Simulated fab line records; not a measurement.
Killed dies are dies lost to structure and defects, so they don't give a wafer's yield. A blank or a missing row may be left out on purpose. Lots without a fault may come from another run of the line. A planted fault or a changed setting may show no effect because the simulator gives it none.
Matching of chambers | flow n5 finfet | rie diel-06 running N5_BEOL_M2_STRIP_19: 4 sister chambers
The step strips in O2. 16 wafers are shown with their chamber, then 8 later ones without.

## WAFERS, EACH WITH ITS CHAMBER
wafer  | chamber | drypump motor current A (A) | showerhead plenum p Torr (Torr) | throttle valve pct (%)
L078.1 | 3       | 5.0                         | 2.23                            | 16.75
L078.3 | 1       | 5.9                         | 2.22                            | 16.42
L078.6 | 2       | 5.3                         | 2.17                            | 16.95
L080.1 | 3       | 4.9                         | 2.23                            | 16.75
L080.3 | 1       | 5.9                         | 2.22                            | 16.43
L080.4 | 2       | 5.4                         | 2.17                            | 16.96
L083.1 | 3       | 5.0                         | 2.23                            | 16.77
L083.2 | 0       | 5.3                         | 2.13                            | 16.50
L083.3 | 2       | 5.4                         | 2.16                            | 17.01
L087.1 | 1       | 5.9                         | 2.21                            | 16.47
L087.4 | 0       | 5.3                         | 2.13                            | 16.54
L087.5 | 1       | 5.9                         | 2.21                            | 16.46
L089.2 | 1       | 5.9                         | 2.21                            | 16.46
L089.3 | 3       | 5.0                         | 2.22                            | 16.80
L089.5 | 1       | 5.9                         | 2.21                            | 16.48
L091.1 | 1       | 5.9                         | 2.21                            | 16.49

SIGNATURES (averages over the wafers above)
reading                  | chamber 0 | chamber 1 | chamber 2 | chamber 3 | scatter within a chamber
drypump motor current A  | 5.300     | 5.900     | 5.367     | 4.975     | 0.0344
showerhead plenum p Torr | 2.1300    | 2.2129    | 2.1667    | 2.2275    | 0.00487
throttle valve pct       | 16.5200   | 16.4586   | 16.9733   | 16.7675   | 0.0265
Rule: distance of a wafer from a chamber = root of the sum over the readings of ((wafer's reading minus chamber's mean) / reading's scatter) squared. The wafer belongs to the nearest chamber; if the next one is less than 2 further off, it can't be placed. The scatter is the square root of a quotient: the sum, over the shown wafers, of each reading's squared deviation from its chamber's mean, divided by wafers minus chambers.

## WAFERS WITH NO CHAMBER GIVEN
wafer  | drypump motor current A (A) | showerhead plenum p Torr (Torr) | throttle valve pct (%)
L091.4 | 5.0                         | 2.22                            | 16.80
L091.6 | 5.3                         | 2.16                            | 16.56
L094.3 | 5.3                         | 2.13                            | 16.54
L094.5 | 5.0                         | 2.22                            | 16.80
L094.6 | 5.3                         | 2.16                            | 16.57
L096.3 | 5.0                         | 2.22                            | 16.81
L096.4 | 5.3                         | 2.12                            | 16.58
L096.5 | 5.2                         | 2.12                            | 16.56

## EACH ONE'S CHAMBER
wafer  | from the rows above | in truth
L091.4 | 3                   | 3
L091.6 | 0                   | 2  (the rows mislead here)
L094.3 | 0                   | 0
L094.5 | 3                   | 3
L094.6 | 0                   | 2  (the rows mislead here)
L096.3 | 3                   | 3
L096.4 | 0                   | 0
L096.5 | 0                   | 0
Correct placement for 6 of the 8. Left unplaced by these rows: 0. 2 placed wrongly.
